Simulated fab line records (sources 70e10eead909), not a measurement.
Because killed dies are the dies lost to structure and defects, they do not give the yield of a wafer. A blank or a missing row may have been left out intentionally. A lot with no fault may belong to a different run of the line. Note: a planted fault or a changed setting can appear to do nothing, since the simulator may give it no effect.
fab line records	flow nandHarc
record lots=12	wafers=36	lastDay=33
route steps=1302 shown A_STAIRCASE@678 END@1302
lots that met no fault: taken from a fault-free run of the same line
startH: hours from the record's first day to the start of the lot's first wafer shown	waitH: hours elapsed since this lot's preceding step	" identical to the entry in the row above	L1.1+2: a single row standing in for several wafers	- no value, or no start given	* or withheld: withheld	< > ~ a bound
route shown NAME@n: a module of which the file shows steps, and the number in the route of the first	usual: the fault-free wafers' mean and standard deviation	same: alike in all rows	chamber/n: place in a boat	sites: readings site by site	_std_site: standard deviation of those values	_edge_site: inner sites' mean taken away from outer sites' mean	radiusMm: how far each site lies from the wafer's centre	mask NAME#n: copy n	behind: the tool/chamber that last shaped the wafer	hold: reason for holding the lot/hours on hold/outcome of the hold	device: the transistor (n, p or np) that didn't switch	end of line: the same wafers' tests at the end of the route	a step without rows: its recipe alone	killed: the dies lost at the first sort to structure and to defects; this is not the yield of the wafer	map: the dies of a wafer, with x for killed, . for not killed, _ for no die there
set.NAME: the setting that was run; set.NAME@STEP: the one run at that earlier step	model.NAME: the simulator's own value behind a step, which no gauge read
one table for each step of the route and one row for each wafer, over a sample of lots
services: when a tool's chamber went out of use (startH, in hours from the record's first day, below 0 if earlier), for how many hours, and the reason
## steps
# step NHARC_A_STAIRCASE_ETCH_21
# recipe targetDepthA=1000	timeS=40.5	ionEnergyEv=400	c4f8FlowSccm=20	o2FlowSccm=10	arFlowSccm=withheld	rfW=600	biasW=1000	chemistry=C4F8/O2
# usual oesProductAu=0.946/0.015	rfVppV=897/5
lot.wafer	tool	chamber	startH	waitH	oesProductAu	rfHoursCounterH	rfVppV
L940.4	rieDiel-07	2	-	-	0.943	18	895
L940.5	"	2	"	"	0.940	-	895
L940.6	"	3	"	"	0.947	-	899
L939.4	rieDiel-08	0	-	-	0.938	58	903
L939.3	"	2	"	"	0.947	62	892
L939.5	"	0	"	"	0.934	-	904
L942.4	rieDiel-08	2	-	-	0.956	6	893
L942.2	"	3	"	"	0.937	7	892
L942.6	"	3	"	"	0.957	-	893
L944.4	rieDiel-08	1	-	-	0.954	13	905
L944.1	"	0	"	"	0.972	13	903
L944.5	"	1	"	"	0.945	-	903
L945.2	rieDiel-07	2	-	-	0.941	40	895
L945.4	"	3	"	"	0.943	46	899
L945.1	"	1	"	"	0.950	35	895
L946.4	rieDiel-04	0	-	-	0.935	23	897
L946.1	"	1	"	"	0.937	21	890
L946.6	"	1	"	"	0.940	-	889
L950.4	rieDiel-08	0	-	-	0.942	29	902
L950.3	"	2	"	"	0.950	27	890
L950.6	"	0	"	"	0.959	-	903
L951.2	rieDiel-08	0	-	-	0.946	35	903
L951.4	"	3	"	"	0.933	37	892
L951.6	"	1	"	"	0.940	-	904
L953.3	rieDiel-04	0	-	-	0.938	38	896
L953.2	"	3	"	"	0.959	39	898
L953.5	"	1	"	"	0.959	-	888
L958.4	rieDiel-07	2	-	-	0.934	21	895
L958.3	"	3	"	"	0.940	20	897
L958.1	"	1	"	"	0.927	24	893
L960.2	rieDiel-08	1	-	-	0.973	6	906
L960.5	"	0	"	"	0.964	-	901
L960.6	"	1	"	"	0.957	-	904
L961.2	rieDiel-04	1	-	-	0.950	14	889
L961.1	"	3	"	"	0.964	11	899
L961.5	"	1	"	"	0.943	-	891
# step NHARC_A_STAIRCASE_TRIM_191
# recipe timeS=211.2	o2FlowSccm=500	arFlowSccm=0	biasW=0	chemistry=O2
# usual drypumpMotorCurrentA=5.65/0.3	oesProductAu=1.000/0.0074	rfVppV=57.7/0.87	showerheadPlenumPTorr=3.56/0.13	throttleValvePct=17.035/0.009
lot.wafer	tool	chamber	startH	waitH	drypumpMotorCurrentA	oesProductAu	rfHoursCounterH	rfVppV	showerheadPlenumPTorr	throttleValvePct
L940.4	rieDiel-08	1	367.73	-	6.00	1.002	58	56.2	3.29	17.036
L940.6	"	0	"	"	5.32	1.008	-	58.6	3.74	17.046
L940.5	"	1	"	"	6.02	0.991	-	57.4	3.29	17.023
L939.4	rieDiel-04	1	369.18	-	4.79	1.015	2	56.6	3.38	17.043
L939.3	"	3	"	"	5.31	1.006	1	58.1	3.64	17.047
L939.5	"	2	"	"	5.81	1.003	-	58.1	3.75	17.034
L942.2	rieDiel-07	2	399.22	-	5.63	0.994	33	56.7	3.51	17.035
L942.4	"	3	"	"	5.99	1.001	-	58.8	3.59	17.038
L942.6	"	2	"	"	5.65	0.987	-	57.2	3.51	17.037
L944.1	rieDiel-07	1	411.63	-	5.53	1.006	32	58.2	3.47	17.046
L944.4	"	0	"	"	5.79	1.002	35	58.1	3.67	17.028
L944.5	"	2	"	"	5.63	0.988	-	59.2	3.51	17.039
L945.1	rieDiel-07	3	424.89	-	6.06	1.008	47	57.8	3.59	17.038
L945.4	"	0	"	"	5.78	1.003	39	56.3	3.66	17.031
L945.2	"	1	"	"	5.50	0.989	36	57.0	3.47	17.039
L946.1	rieDiel-08	0	445.06	-	5.32	1.004	23	60.1	3.73	17.044
L946.4	"	2	"	"	5.45	1.007	21	57.2	3.38	17.038
L946.6	"	1	"	"	6.00	0.992	-	59.1	3.80	17.023
L950.3	rieDiel-07	3	468.76	-	6.01	0.992	-	58.5	3.58	17.025
L950.4	"	0	"	"	5.77	0.995	-	57.6	3.65	17.039
L950.6	"	3	"	"	6.01	1.001	-	56.5	3.58	17.030
L951.4	rieDiel-08	3	487.40	-	5.71	1.001	38	57.6	3.44	17.033
L951.2	"	0	"	"	5.33	0.822	35	58.9	3.72	17.026
L951.6	"	2	"	"	5.44	1.006	-	57.8	3.37	17.020
L953.2	rieDiel-08	1	493.86	-	6.02	1.000	37	58.5	3.79	17.044
L953.3	"	2	"	"	5.45	1.014	38	58.2	3.37	17.035
L953.5	"	0	"	"	5.33	0.814	-	57.3	3.72	17.045
L958.1	rieDiel-04	0	544.91	-	5.84	0.994	1	56.4	3.51	17.044
L958.3	"	0	"	"	5.84	0.992	-	58.2	3.51	17.032
L958.4	"	2	"	"	5.83	0.997	-	58.9	3.72	17.045
L960.2	rieDiel-08	3	569.17	-	5.70	0.994	5	57.4	3.42	17.049
L960.5	"	3	"	"	5.71	1.003	-	56.8	3.42	17.029
L960.6	"	0	"	"	5.34	0.998	-	58.0	3.70	17.030
L961.1	rieDiel-08	1	587.61	-	6.01	0.998	12	58.5	3.77	17.043
L961.2	"	2	"	"	5.45	1.001	10	56.9	3.36	17.040
L961.5	"	0	"	"	5.32	0.999	-	57.2	3.70	17.050
# step NHARC_A_STAIRCASE_TRIM_193
# recipe timeS=211.2	o2FlowSccm=500	arFlowSccm=0	biasW=0	chemistry=O2
# usual drypumpMotorCurrentA=5.65/0.28	oesProductAu=1.001/0.0082	rfVppV=57.9/0.9	showerheadPlenumPTorr=3.56/0.13	throttleValvePct=17.037/0.0096
lot.wafer	tool	chamber	startH	waitH	drypumpMotorCurrentA	oesProductAu	rfHoursCounterH	rfVppV	showerheadPlenumPTorr	throttleValvePct
L940.4	rieDiel-04	2	368.30	-	5.83	1.006	1	57.8	3.75	17.044
L940.5	"	2	"	"	5.84	1.016	-	56.8	3.75	17.040
L940.6	"	3	"	"	5.30	1.006	-	59.9	3.64	17.036
L939.3	rieDiel-04	2	-	-	5.84	1.003	2	60.0	3.75	17.020
L939.4	"	3	"	"	5.29	0.991	2	57.3	3.64	17.037
L939.5	"	1	"	"	4.81	1.008	-	58.7	3.38	17.040
L942.2	rieDiel-07	1	-	-	5.53	0.987	29	58.1	3.47	17.029
L942.6	"	1	"	"	5.50	0.992	-	57.2	3.47	17.037
L942.4	"	2	"	"	5.62	0.988	-	56.8	3.51	17.028
L944.1	rieDiel-07	3	-	-	5.99	1.004	42	57.7	3.59	17.032
L944.4	"	0	"	"	5.78	1.009	35	58.0	3.67	17.045
L944.5	"	1	"	"	5.51	1.003	-	58.7	3.47	17.023
L945.4	rieDiel-07	1	-	-	5.50	0.998	36	58.3	3.47	17.039
L945.2	"	2	"	"	5.64	0.998	41	59.3	3.50	17.066
L945.1	"	3	"	"	6.01	1.005	47	58.2	3.59	17.029
L946.1	rieDiel-08	2	-	-	5.45	1.010	21	58.9	3.38	17.026
L946.4	"	0	"	"	5.33	1.014	23	57.9	3.73	17.029
L946.6	"	1	"	"	6.02	0.994	-	57.4	3.80	17.043
L950.3	rieDiel-07	3	-	-	6.04	1.003	64	58.5	3.58	17.043
L950.6	"	1	"	"	5.51	1.002	-	56.6	3.46	17.025
L950.4	"	3	"	"	6.02	1.006	-	57.8	3.58	17.045
L951.4	rieDiel-08	2	-	-	5.45	1.005	36	57.0	3.37	17.029
L951.2	"	0	"	"	5.34	0.998	35	57.4	3.72	17.037
L951.6	"	2	"	"	5.46	1.012	-	58.4	3.37	17.039
L953.2	rieDiel-08	1	-	-	5.99	0.992	37	57.5	3.79	17.057
L953.3	"	3	"	"	5.70	0.998	40	56.1	3.43	17.039
L953.5	"	0	"	"	5.34	1.000	-	58.2	3.72	17.044
L958.1	rieDiel-04	0	-	-	5.84	0.986	2	55.9	3.51	17.025
L958.4	"	0	"	"	5.83	1.005	-	56.9	3.51	17.047
L958.3	"	2	"	"	5.83	0.993	-	57.8	3.72	17.043
L960.2	rieDiel-08	0	-	-	5.32	1.000	7	57.8	3.70	17.032
L960.5	"	2	"	"	5.45	1.002	-	56.3	3.36	17.035
L960.6	"	3	"	"	5.70	0.985	-	57.4	3.42	17.034
L961.2	rieDiel-08	0	-	-	5.32	1.002	11	58.1	3.70	17.040
L961.1	"	1	"	"	6.00	1.000	12	59.6	3.77	17.046
L961.5	"	1	"	"	6.01	0.993	-	58.2	3.77	17.051
# step NHARC_A_STAIRCASE_TRIM_196
# recipe timeS=211.2	o2FlowSccm=500	arFlowSccm=0	biasW=0	chemistry=O2
# usual drypumpMotorCurrentA=5.6/0.33	oesProductAu=1.000/0.0078	rfVppV=58.0/0.93	showerheadPlenumPTorr=3.56/0.14	throttleValvePct=17.037/0.008
lot.wafer	tool	chamber	startH	waitH	drypumpMotorCurrentA	oesProductAu	rfHoursCounterH	rfVppV	showerheadPlenumPTorr	throttleValvePct
L940.4	rieDiel-04	1	368.71	0.1	4.8	1.012	1	58.7	3.38	17.039
L940.5	"	0	"	"	5.8	0.998	-	57.3	3.54	17.030
L940.6	"	1	"	"	4.8	1.008	-	57.9	3.38	17.039
L939.4	rieDiel-04	3	369.84	0.1	5.3	0.997	2	58.7	3.64	17.044
L939.3	"	0	"	"	5.8	0.999	2	57.8	3.53	17.033
L939.5	"	2	"	"	5.8	0.996	-	58.0	3.75	17.036
L942.2	rieDiel-07	2	399.81	0.1	5.6	1.004	33	56.6	3.51	17.046
L942.4	"	3	"	"	6.0	1.001	-	57.6	3.59	17.046
L942.6	"	1	"	"	5.5	1.007	-	57.4	3.47	17.032
L944.1	rieDiel-08	1	413.19	0.1	6.0	1.001	13	59.0	3.80	17.032
L944.4	"	0	"	"	5.3	1.013	-	57.9	3.73	17.036
L944.5	"	3	"	"	5.7	0.993	-	56.3	3.45	17.037
L945.4	rieDiel-07	0	425.47	0.1	5.8	1.001	39	58.9	3.66	17.042
L945.2	"	1	"	"	5.5	0.997	36	56.7	3.47	17.028
L945.1	"	2	"	"	5.6	1.003	41	57.0	3.50	17.024
L946.1	rieDiel-07	1	445.62	0.1	5.5	0.998	44	58.9	3.46	17.037
L946.4	"	0	"	"	5.8	1.003	48	57.9	3.66	17.048
L946.6	"	1	"	"	5.5	0.994	-	57.4	3.46	17.023
L950.3	rieDiel-07	3	469.43	0.1	6.0	0.995	64	56.4	3.58	17.035
L950.6	"	1	"	"	5.5	0.987	-	60.0	3.46	17.024
L950.4	"	3	"	"	6.0	0.991	-	58.3	3.58	17.039
L951.2	rieDiel-08	2	487.97	0.1	5.4	1.013	37	58.1	3.37	17.043
L951.4	"	3	"	"	5.7	1.002	38	58.9	3.44	17.040
L951.6	"	2	"	"	5.4	1.021	-	56.2	3.37	17.038
L953.3	rieDiel-08	3	494.49	0.1	5.7	1.001	40	56.7	3.43	17.032
L953.2	"	0	"	"	5.3	1.012	38	58.6	3.72	17.042
L953.5	"	2	"	"	5.5	1.003	-	56.0	3.37	17.038
L958.1	rieDiel-04	2	545.97	0.1	5.8	0.999	2	56.9	3.72	17.041
L958.4	"	2	"	"	5.8	0.997	-	57.5	3.72	17.049
L958.3	"	0	"	"	5.8	0.997	-	57.9	3.51	17.042
L960.2	rieDiel-08	1	569.75	0.1	6.0	0.987	7	57.5	3.77	17.035
L960.5	"	0	"	"	5.3	1.008	-	60.5	3.70	17.031
L960.6	"	1	"	"	6.0	0.988	-	58.1	3.77	17.046
L961.1	rieDiel-08	0	588.14	0.1	5.3	1.008	12	57.6	3.70	17.027
L961.2	"	3	"	"	5.7	1.011	10	57.0	3.42	17.033
L961.5	"	0	"	"	5.3	1.002	-	56.9	3.70	17.035
# step NHARC_END_SORT_01
# recipe tempC=25
# usual killedAtArray=60/21	killedAtOther=1.0/1.2	killedAtPeriphery=4.2/2.8	killedDies=65/20	killedOpen=3.1/1.8	killedShort=2.6/1.6
# same grossDies=677
lot.wafer	tool	chamber	startH	waitH	killedAtArray	killedAtOther	killedAtPeriphery	killedDies	killedOpen	killedShort
L944.1	prober-01	0	609.98	2.5	38	4	3	45	5	1
L944.4	prober-01	0	612.40	3.4	48	3	0	51	3	2
L944.5	prober-01	0	613.21	3.7	48	1	4	53	3	4
L953.2	prober-02	0	686.36	2.8	36	0	5	41	6	5
L953.3	prober-02	0	687.17	3.1	35	0	2	37	0	6
L953.5	prober-02	0	688.78	3.7	499	0	4	503	1	5
L951.2	prober-01	0	694.11	2.8	493	0	2	495	4	2
L951.4	prober-01	0	695.73	3.4	36	0	7	43	2	5
L951.6	prober-01	0	697.36	4.1	39	0	7	46	1	2
# killed by level:class
L944.1 A_SLIT:chamberFilmFlake=18 A_CHANNEL_HOLE_D2:chamberFilmFlake=10 THIN_TSV:chamberFilmFlake=4 P_CONTACT:geometricParticle:open=2 A_STAIRCASE:chamberFilmFlake=2 A_M1:chamberFilmFlake=2 P_GATE:geometricParticle:open=1 A_DECK1_JOINT:geometricParticle:open=1
L944.4 A_SLIT:chamberFilmFlake=26 A_CHANNEL_HOLE_D2:chamberFilmFlake=7 A_CONTACT:chamberFilmFlake=4 THIN_TSV:chamberFilmFlake=3 A_CHANNEL_FILL_D1:chamberFilmFlake=2 A_STAIRCASE:chamberFilmFlake=2 A_DECK1_JOINT:geometricParticle:short=1 A_CHANNEL_FILL_D2:geometricParticle:short=1
L944.5 A_SLIT:chamberFilmFlake=22 A_CHANNEL_HOLE_D2:chamberFilmFlake=6 A_STAIRCASE:chamberFilmFlake=6 A_CONTACT:chamberFilmFlake=3 P_ZERO_WELL:chamberFilmFlake=2 A_CHANNEL_FILL_D1:chamberFilmFlake=2 A_M1:chamberFilmFlake=2 P_M0:geometricParticle:short=1
L953.2 A_CHANNEL_HOLE_D2:chamberFilmFlake=18 A_CHANNEL_HOLE_D1:chamberFilmFlake=5 P_GATE:geometricParticle:open=2 A_WL_FILL:geometricParticle:short=2 P_GATE:chamberFilmFlake=2 A_STAIRCASE:chamberFilmFlake=2 P_STI:geometricParticle:short=1 A_CHANNEL_FILL_D1:geometricParticle:short=1
L953.3 A_CHANNEL_HOLE_D2:chamberFilmFlake=13 A_CHANNEL_HOLE_D1:chamberFilmFlake=5 A_STAIRCASE:chamberFilmFlake=4 A_ONON_D2:geometricParticle:short=3 A_SLIT:chamberFilmFlake=3 P_GATE:chamberFilmFlake=2 A_WL_FILL:chamberFilmFlake=2 A_CHANNEL_FILL_D1:geometricParticle:short=1
L953.5 A_STAIRCASE:areaTrim=466 A_CHANNEL_HOLE_D2:chamberFilmFlake=17 A_CHANNEL_HOLE_D1:chamberFilmFlake=4 A_STAIRCASE:chamberFilmFlake=3 A_WL_FILL:chamberFilmFlake=3 A_CHANNEL_FILL_D1:geometricParticle:short=2 A_WL_FILL:geometricParticle:short=2 P_GATE:chamberFilmFlake=2
L951.2 A_STAIRCASE:areaTrim=438 A_SLIT:chamberFilmFlake=30 A_CHANNEL_HOLE_D1:chamberFilmFlake=7 A_WL_FILL:chamberFilmFlake=6 A_CHANNEL_HOLE_D2:geometricParticle:open=3 A_DECK1_JOINT:chamberFilmFlake=2 A_CHANNEL_FILL_D2:chamberFilmFlake=2 A_SOURCE_PLATE:geometricParticle:short=1
L951.4 A_SLIT:chamberFilmFlake=20 P_CONTACT:chamberFilmFlake=5 A_ONON_D1:geometricParticle:short=2 A_CHANNEL_FILL_D2:geometricParticle:short=2 P_BONDPAD:chamberFilmFlake=2 A_CHANNEL_HOLE_D1:chamberFilmFlake=2 A_STAIRCASE:chamberFilmFlake=2 A_WL_FILL:chamberFilmFlake=2
L951.6 A_SLIT:chamberFilmFlake=18 P_CONTACT:chamberFilmFlake=6 A_WL_FILL:chamberFilmFlake=5 A_CONTACT:chamberFilmFlake=4 A_ZERO_WELL:chamberFilmFlake=2 A_CHANNEL_HOLE_D1:chamberFilmFlake=2 A_STAIRCASE:chamberFilmFlake=2 A_BLC:chamberFilmFlake=2
## services
tool	chamber	startH	hours	kind
rieDiel-04	2	346.75	6.7	repair
rieDiel-08	0	349.85	-	clean
rieDiel-08	1	349.85	-	clean
rieDiel-08	2	349.85	-	clean
rieDiel-08	3	349.85	-	clean
rieDiel-04	-	356.20	9.0	pm
rieDiel-08	-	367.91	9.0	pm
rieDiel-08	0	367.91	9.0	ventCycle
rieDiel-08	1	367.91	9.0	ventCycle
rieDiel-08	2	367.91	9.0	ventCycle
rieDiel-08	3	367.91	9.0	ventCycle
rieDiel-07	1	374.61	3.3	repair
rieDiel-08	0	376.91	-	clean
rieDiel-08	1	376.91	-	clean
rieDiel-08	1	376.91	-	consumableReplace:showerhead
rieDiel-08	2	376.91	-	clean
rieDiel-08	3	376.91	-	clean
rieDiel-07	0	388.16	14.9	repair
rieDiel-08	2	409.45	4.7	repair
rieDiel-07	1	459.92	9.0	repair
rieDiel-07	-	471.62	9.0	pm
rieDiel-04	-	533.20	9.0	pm
rieDiel-08	-	544.93	9.0	pm
rieDiel-04	2	556.72	1.8	repair
## key
firstSign step=NHARC_A_STAIRCASE_TRIM_191	reading=oesProductAu	direction=down	sigmas=24	usual=1.000	struck=0.818
effect step=NHARC_END_SORT_01	reading=killedDies	direction=up	sigmas=22	usual=65	struck=499
moreKillsBornAt NHARC_A_STAIRCASE_TRIM_191@rieDiel-08=904
metAt NHARC_A_STAIRCASE_TRIM_191
struckLots L951,L953
struckWafers L951.2,L953.5
laterRowsLeftOut L951.2,L953.5
testerLeftOut L951,L953
notActingAt NHARC_A_STAIRCASE_ETCH_21,NHARC_A_STAIRCASE_TRIM_193,NHARC_A_STAIRCASE_TRIM_196
onsetBetween 445.06 487.40
fault kind=processParameterDrift	tool=rieDiel-08	chamber=0	onsetH=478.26	steps=NHARC_A_STAIRCASE_TRIM_191	channel=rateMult	offset=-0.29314	shape=step	endH=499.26
# testerLeftOut: of these lots the tester's yield and bins aren't shown, on N5 and GAA mostly nor the transistor test; their killed dies are dies lost to structure and defects alone, not to doping, threshold or leakage, so they don't give the yield
# laterRowsLeftOut: the simulator's readings of these wafers behind a module that went badly wrong aren't trusted and aren't shown, but for the sort
